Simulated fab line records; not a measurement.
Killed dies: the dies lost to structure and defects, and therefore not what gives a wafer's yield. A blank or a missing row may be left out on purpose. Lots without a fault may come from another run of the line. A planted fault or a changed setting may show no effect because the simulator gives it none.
A single fault, viewed from 2 desks :: flow nand harc :: only its own numbers are on each desk; what lay behind them is given at the end

== THE DEFECT DESK ==
Per lot, the means of the sampled wafers with a number show what the inspections along the route counted. The brackets show how far a lot's mean lies from the usual mean; more than 4 standard deviations puts the lot out of limits, marked OUT.
Columns: A = raw defect count at NHARC_P_M0_INSPECT_27, usual 302
lot: L643
first seen here: day 8 19:20
A: 210

lot: L645
first seen here: day 9 15:10
A: 333

lot: L646
first seen here: day 10 09:02
A: 198

lot: L656
first seen here: day 14 01:20
A: 472

lot: L658
first seen here: day 14 20:26
A: 192

lot: L659
first seen here: day 15 06:44
A: 319
Finding of this desk: none of the 6 lots has anything out of limits.

== AT THE TOOL OWNER'S DESK: litho track-06 ==
The tool's own readings at NHARC_P_M1_PEB_07 (peb time 65 s): means of the sampled wafers that have a number, for each lot that ran on this tool. The brackets show how far a lot's mean lies from the usual mean; more than 4 standard deviations puts the lot out of limits, marked OUT.
Columns: A = chill plate temp C at NHARC_P_M1_PEB_07, usual 23.01 C; B = exhaust pa at NHARC_P_M1_PEB_07, usual 45.0 Pa
lot: L659
first seen here: day 15 07:55
A: 22.89
B: 45.3
This desk's finding: nothing out of limits on the one lot.

== BROUGHT TOGETHER ==
No out-of-limits result turned up at the defect desk.
Nothing out of limits was seen by the tool owner's desk.

== WHAT THE SIMULATOR HAD INSERTED ==
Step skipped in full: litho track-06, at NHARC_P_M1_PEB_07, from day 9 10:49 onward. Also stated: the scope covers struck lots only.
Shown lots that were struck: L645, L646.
